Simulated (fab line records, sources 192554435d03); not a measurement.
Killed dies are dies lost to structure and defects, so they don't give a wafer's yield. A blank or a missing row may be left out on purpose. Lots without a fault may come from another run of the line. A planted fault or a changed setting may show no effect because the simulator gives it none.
Which tool did it? | flow n5_finfet | 24 lots, 72 wafers sampled, at 2 steps of a route of 1938

WHAT THE GAUGES READ, wafer by wafer
N5_BEOL_M14_CD_MEAS_10: target cd 250 nm. Usual: cd_nm 250.5 nm, standard deviation 2.5.
lot  | measured     | on        | cd_nm (nm)        | flag
L074 | day 11 02:19 | cd_sem-02 | 251.8 250.9 249.3 |
L075 | day 11 09:53 | cd_sem-01 | 250.1 254.4 249.3 |
L076 | day 12 02:22 | cd_sem-02 | 252.9 253.8 248.4 |
L077 | day 12 04:07 | cd_sem-02 | 247.3 244.8 245.3 |
L078 | day 12 04:22 | cd_sem-03 | 252.1 253.4 255.0 |
L079 | day 12 16:56 | cd_sem-02 | 249.4 249.6 248.6 |
L080 | day 13 01:50 | cd_sem-02 | 249.9 251.1 250.2 |
L081 | day 13 05:11 | cd_sem-03 | 250.3 249.0 249.7 |
L083 | day 13 10:07 | cd_sem-03 | 252.2 252.2 251.1 |
L082 | day 14 07:08 | cd_sem-01 | 250.5 251.9 250.5 |
L085 | day 14 20:38 | cd_sem-03 | 252.7 250.2 251.9 |
L084 | day 15 07:17 | cd_sem-03 | 246.5 247.9 254.2 |
L088 | day 15 07:37 | cd_sem-03 | 248.3 250.3 249.0 |
L089 | day 15 08:52 | cd_sem-03 | 252.7 252.2 252.5 |
L086 | day 15 09:04 | cd_sem-01 | 250.7 251.0 249.9 |
L087 | day 15 09:23 | cd_sem-03 | 247.1 252.8 243.5 |
L090 | day 15 10:18 | cd_sem-03 | 253.5 253.6 249.8 |
L092 | day 16 08:11 | cd_sem-01 | 251.8 249.2 248.8 |
L091 | day 16 08:21 | cd_sem-03 | 246.2 250.7 250.3 |
L093 | day 16 11:59 | cd_sem-01 | 254.6 248.5 252.2 |
L094 | day 17 02:50 | cd_sem-03 | 248.3 249.5 246.9 |
L095 | day 17 06:44 | cd_sem-01 | 248.9 248.5 243.2 |
L097 | day 17 14:14 | cd_sem-02 | 249.4 255.5 249.4 |
L096 | day 17 16:22 | cd_sem-02 | 249.3 252.3 251.3 |

WHICH TOOL RAN EACH LOT (tool, then ch and the chambers of the sampled wafers, then the start)
lot  | N5_BEOL_M13_SPUTTER_43
L074 | pvd_sputter-03, day 11 00:35
L075 | pvd_sputter-01, day 11 07:58
L076 | pvd_sputter-02, day 12 00:31
L077 | pvd_sputter-01, day 12 02:24
L078 | pvd_sputter-03, day 12 02:26
L079 | pvd_sputter-02, day 12 15:13
L080 | pvd_sputter-03, day 13 00:06
L081 | pvd_sputter-02, day 13 03:28
L083 | pvd_sputter-02, day 13 08:22
L082 | pvd_sputter-02, day 14 05:23
L085 | pvd_sputter-01, day 14 18:54
L084 | pvd_sputter-02, day 15 05:21
L088 | pvd_sputter-02, day 15 05:45
L089 | pvd_sputter-01, day 15 07:01
L086 | pvd_sputter-01, day 15 07:20
L087 | pvd_sputter-01, day 15 07:39
L090 | pvd_sputter-02, day 15 08:27
L092 | pvd_sputter-03, day 16 06:20
L091 | pvd_sputter-02, day 16 06:25
L093 | pvd_sputter-02, day 16 09:39
L094 | pvd_sputter-03, day 17 00:29
L095 | pvd_sputter-03, day 17 04:53
L097 | pvd_sputter-01, day 17 12:29
L096 | pvd_sputter-01, day 17 14:31
- N5_BEOL_M13_SPUTTER_43: material TaN, target thk 15 nm, time 24.19 s.

WHAT THE TOOLS THEMSELVES READ (means of the sampled wafers that have a number; where no wafer has one, the mark that the record gives instead)
N5_BEOL_M13_SPUTTER_43. Usual: throttle_valve_pct 29.9 %, standard deviation 1.
lot  | tool           | throttle_valve_pct (%) | flag
L074 | pvd_sputter-03 | 29.9                   |
L075 | pvd_sputter-01 | 30.2                   |
L076 | pvd_sputter-02 | 29.8                   |
L077 | pvd_sputter-01 | 30.2                   |
L078 | pvd_sputter-03 | 30.6                   |
L079 | pvd_sputter-02 | 30.4                   |
L080 | pvd_sputter-03 | 30.1                   |
L081 | pvd_sputter-02 | 29.8                   |
L083 | pvd_sputter-02 | 29.4                   |
L082 | pvd_sputter-02 | 30.2                   |
L085 | pvd_sputter-01 | 30.2                   |
L084 | pvd_sputter-02 | 30.3                   |
L088 | pvd_sputter-02 | 30.2                   |
L089 | pvd_sputter-01 | 30.3                   |
L086 | pvd_sputter-01 | 30.1                   |
L087 | pvd_sputter-01 | 30.2                   |
L090 | pvd_sputter-02 | 29.6                   |
L092 | pvd_sputter-03 | 29.6                   |
L091 | pvd_sputter-02 | 30.5                   |
L093 | pvd_sputter-02 | 29.6                   |
L094 | pvd_sputter-03 | 29.7                   |
L095 | pvd_sputter-03 | 29.9                   |
L097 | pvd_sputter-01 | 30.1                   |
L096 | pvd_sputter-01 | 30.3                   |

THE ANSWER, worked out from the rows above alone
Rule: a lot is off if the mean of its wafers that have a number lies more than 3 standard deviations from the usual mean. A lot without any number at a reading at which 4 lots or more have one is off too. The other lots that the step has rows for count as sound. The gauges are gone through in route order, then the tools' own readings, and for those a lot's mean is taken as printed above. The first step at which some lot is off is used, and at that step the reading that is off furthest; a lot without a number counts as furthest.
No lot is off at any reading shown: from this, nothing can be told.

WHAT THE SIMULATOR HAD PUT IN
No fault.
